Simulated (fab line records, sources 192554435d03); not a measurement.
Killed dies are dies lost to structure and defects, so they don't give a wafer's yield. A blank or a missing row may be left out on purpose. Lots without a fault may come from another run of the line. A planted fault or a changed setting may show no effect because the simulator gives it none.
A struck lot beside a sound one | flow n5_finfet | 15 steps out of a route of 1938
Sound: wafers L240.1, L240.4, L240.6. Struck: wafer L248.3. (L248.2 of the same lot was not struck and is left out.) The cause comes at the end.
At each step with rows: each side's tool, then ch and its chambers, then its first start. Under that, the readings that differ: sound wafers | struck wafers | difference of the means | sigmas: that difference in standard deviations of wafers without a fault.
alike: readings whose means differ by less than 2 such deviations, and words and numbers that are the same on both sides. not compared: withheld readings, readings that some wafer has no value for, bounds like >300 that may hide the same value, and numbers for which the record gives no deviation and whose values overlap.
The two part at a step that has a row with sigmas, a row that says differs or no value, or rows on one side only. Numbers that don't overlap but have no deviation are shown without sigmas and don't part them. A reading that every wafer of one side lacks parts them only if that side has two wafers or more.

first, 1 step without rows for these wafers: N5_BEOL_M15_ANNEAL_48 (time 90 s).
N5_BEOL_M15_CMP_49: polishes, stops on SiO2, t overpolish 4.9 s, target thk 850 nm.
  sound on cmp-04 ch 1,3, day 13 15:35; struck on cmp-04 ch 2, day 16 05:29
  alike: barrier_field_endpoint_s, motor_current_A, overpolish_run_s, retaining_ring_pressure_frac
N5_BEOL_M15_THK_MEAS_50: measures by xrf.
  sound on film_metro-01, day 13 15:50; struck on film_metro-02, day 16 05:44
  reading      | sound       | struck | difference | sigmas
  M15_THK (nm) | 842 862 850 | 814    | -37        | -2
then, 1 step without rows for these wafers: N5_BEOL_M15_PRE_CLEAN_52 (time 15 s).
N5_BEOL_M15_DEP_53: deposits SiCN from 3MS/NH3, target thk 50 nm, time 17.8 s.
  sound on pecvd-03 ch 2, day 13 15:57; struck on pecvd-03 ch 0, day 16 05:49
  reading                         | sound             | struck | difference | sigmas
  showerhead_plenum_p_Torr (Torr) | 4.148 4.161 4.151 | 4.214  | +0.061     | +2
  throttle_valve_pct (%)          | 16.8 16.7 17.0    | 19.3   | +2.5       | +2
N5_BEOL_M15_RS_MEAS_54: measures by four-point-probe.
  sound on film_metro-02, day 13 16:05; struck on film_metro-02, day 16 05:54
  reading         | sound                | struck | difference | sigmas
  M15_RS (ohm/sq) | 0.0218 0.0211 0.0214 | 0.0224 | +0.0010    | +3
N5_BEOL_M15_INSPECT_55: inspects for defects (darkfield).
  sound on defect_inspect-02, day 13 16:07; struck on defect_inspect-02, day 16 05:55
  reading          | sound    | struck | difference | sigmas
  raw_defect_count | 85 76 68 | 124    | +48        | +2
N5_BEOL_M15_RC_MEAS_101:
  sound on prober-02 ch 0, day 13 16:08; struck on prober-02 ch 0, day 16 06:06
  reading                | sound                   | struck  | difference | sigmas
  COMB_M11 (S/m)         | 1.4e-11 1.7e-11 1.7e-11 | 9e-12   | -7e-12     | -2
  COMB_M5_max_site (S/m) | 5e-11 4.3e-11 5e-11     | 7.5e-11 | +2.7e-11   | +2
  SERP_M7 (ohm/um)       | 13.1 13.1 13.0          | 14.2    | +1.1       | +2
  alike: COMB_M10, COMB_M10_max_site, COMB_M12, COMB_M13, COMB_M14, COMB_M15, COMB_M5, COMB_M6, COMB_M7, COMB_M8, COMB_M9, SERP_M10, SERP_M11, SERP_M12, SERP_M13, SERP_M14, SERP_M14_max_site, SERP_M5, SERP_M6, SERP_M6_max_site, SERP_M8, SERP_M9
then, 1 step without rows for these wafers: N5_PASSIVATION_PECVD_00 (deposits SiO2 from SiH4/N2O, target thk 200 nm, time 11.2 s).
N5_MIM_BOT_DEGAS_01: time 60 s.
  sound on pvd_sputter-02, day 13 17:20; struck on pvd_sputter-02, day 16 11:47
  alike: heater_power_w
N5_MIM_BOT_SPUTTER_00: material TiN, target thk 35 nm, time 89.7 s.
  sound on pvd_sputter-02, day 13 17:22; struck on pvd_sputter-02, day 16 11:49
  alike: substrate_temp_c, throttle_valve_pct
N5_MIM_TOP_ALD_00: deposits Al2O3, purge time 3 s, co reactant pulse time 3 s.
  sound on ald_hk-02 ch 0,1, day 13 17:28; struck on ald_hk-02 ch 3, day 16 11:55
  alike: precursor_pulse_height_rel
N5_MIM_TOP_ALD_01: deposits HfO2, target thk 5.6 nm, pulse time 1 s, purge time 3 s.
  sound on ald_hk-02 ch 0,1, day 13 17:00; struck on ald_hk-02 ch 3, day 16 11:00
  reading                                  | sound             | struck | difference | sigmas
  ald_cycles                               | 62 62 62          | 48     | -14        |
  precursor_pulse_height_rel               | 0.991 1.008 1.004 | 1.054  | +0.053     | +3
  model.HfO2_of_MIM_TOP_ALD_01.thk_nm (nm) | 5.6 5.6 5.6       | 4.4    | -1.2       |
then, 2 steps without rows for these wafers: N5_MIM_TOP_ALD_02 (deposits Al2O3, purge time 3 s, co reactant pulse time 3 s); N5_PASSIVATION_PROBE_49.

WHERE THEY PART
First at N5_BEOL_M15_THK_MEAS_50; last, within this record, at N5_MIM_TOP_ALD_01.

WHY: what the simulator had put in
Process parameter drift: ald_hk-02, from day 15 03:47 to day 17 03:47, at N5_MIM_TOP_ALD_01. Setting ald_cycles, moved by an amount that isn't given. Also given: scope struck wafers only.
